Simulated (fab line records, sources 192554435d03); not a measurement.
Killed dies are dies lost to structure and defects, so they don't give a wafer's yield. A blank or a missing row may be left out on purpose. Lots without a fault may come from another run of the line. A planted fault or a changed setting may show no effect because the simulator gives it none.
One fault seen from 3 desks | flow n5_finfet | each desk has only its own numbers; what lay behind them comes last

THE METROLOGY DESK
What the gauges read, lot by lot, whatever tool the lot ran on: means of the sampled wafers that have a number. A lot is out of limits, marked OUT, if its mean lies more than 4 standard deviations from the usual mean; the brackets give that distance. Of its 11 readings 7 are shown: the one that was out of limits first, and those that lie furthest out on some lot.
Columns: A = cd_nm at N5_SD_EPI_N_CD_MEAS_09, usual 119.9 nm; B = DIBL_N at N5_BEOL_M4_RC_MEAS_101, usual 36.4 mV/V; C = DIBL_P at N5_BEOL_M4_RC_MEAS_101, usual 36.6 mV/V; D = IOFF_N at N5_BEOL_M4_RC_MEAS_101, usual 0.155 nA/um; E = IOFF_P at N5_BEOL_M4_RC_MEAS_101, usual 0.211 nA/um; F = ION_N at N5_BEOL_M4_RC_MEAS_101, usual 671 uA/um; G = VT_P at N5_BEOL_M4_RC_MEAS_101, usual -250.1 mV
lot  | first seen here | A                | B    | C    | D     | E     | F   | G
L926 | day 3 16:45     | 120.1            | 36.7 | 37.6 | 0.157 | 0.249 | 670 | -246.8
L930 | day 4 14:19     | 119.8            | 35.8 | 35.6 | 0.142 | 0.197 | 669 | -251.8
L931 | day 4 21:46     | 119.8            | 36.8 | 38.2 | 0.167 | 0.232 | 675 | -246.8
L932 | day 5 01:01     | 119.8            | 35.9 | 36.6 | 0.160 | 0.212 | 673 | -250.8
L934 | day 5 13:43     | 119.6            | 34.4 | 36.2 | 0.144 | 0.221 | 668 | -248.6
L937 | day 6 07:20     | 120.0            | 36.8 | 35.3 | 0.149 | 0.194 | 670 | -251.1
L945 | day 8 07:37     | 122.6 (+5.1) OUT | 39.1 | 40.7 | 0.204 | 0.262 | 687 | -247.6
L946 | day 8 14:49     | 122.3 (+4.5) OUT | 33.9 | 34.7 | 0.141 | 0.188 | 675 | -250.1
L947 | day 8 18:14     | 119.4            | 37.5 | 37.6 | 0.163 | 0.175 | 680 | -256.7
This desk's finding: out of limits on L945, L946; first on L945, day 8 07:37 (cd_nm at N5_SD_EPI_N_CD_MEAS_09). In limits: L926, L930, L931, L932, L934, L937, L947.

THE TOOL OWNER'S DESK: litho_track-03
The tool's own readings at N5_SD_EPI_N_PEB_07 (peb time 60 s): means of the sampled wafers that have a number, for each lot that ran on this tool. A lot is out of limits, marked OUT, if its mean lies more than 4 standard deviations from the usual mean; the brackets give that distance.
Columns: A = plate_temp_C at N5_SD_EPI_N_PEB_07, usual 110.01 C
lot  | first seen here | A
L926 | day 3 16:41     | 109.98
L937 | day 6 07:16     | 109.92
L945 | day 8 07:32     | 110.76 (+6.8) OUT
L946 | day 8 14:45     | 110.78 (+7.0) OUT
This desk's finding: out of limits on L945, L946; first on L945, day 8 07:32 (plate_temp_C at N5_SD_EPI_N_PEB_07). In limits: L926, L937.

THE DEFECT DESK
What the inspections along the route counted, lot by lot: means of the sampled wafers that have a number. A lot is out of limits, marked OUT, if its mean lies more than 4 standard deviations from the usual mean; the brackets give that distance.
Columns: A = raw_defect_count at N5_DUMMY_GATE_INSPECT_27, usual 277
lot  | first seen here | A
L926 | day 3 15:37     | 224
L930 | day 4 12:25     | 236
L931 | day 4 20:19     | 318
L932 | day 5 00:01     | 217
L934 | day 5 12:49     | 244
L937 | day 6 06:27     | 286
L945 | day 8 06:16     | 424
L946 | day 8 12:41     | 261
L947 | day 8 17:14     | 260
This desk's finding: nothing out of limits on any of the 9 lots.

PUT TOGETHER
The tool owner's desk could have raised an alarm at day 8 07:32, on L945, L946.
The metrology desk could have raised an alarm at day 8 07:37, on L945, L946.
The defect desk saw nothing out of limits.
The defect desk has L945, L946 on record, within its limits.
Of the lots named, all ran N5_SD_EPI_N_PEB_07 on litho_track-03.

WHAT THE SIMULATOR HAD PUT IN
Process parameter drift: litho_track-03, from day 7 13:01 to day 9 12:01, at N5_SD_EPI_N_PEB_07. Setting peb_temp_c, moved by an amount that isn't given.
Lots struck among those shown: L945, L946.
Hours from the fault's start to each desk's first reading out of limits: the tool owner's desk, 19; the metrology desk, 19.
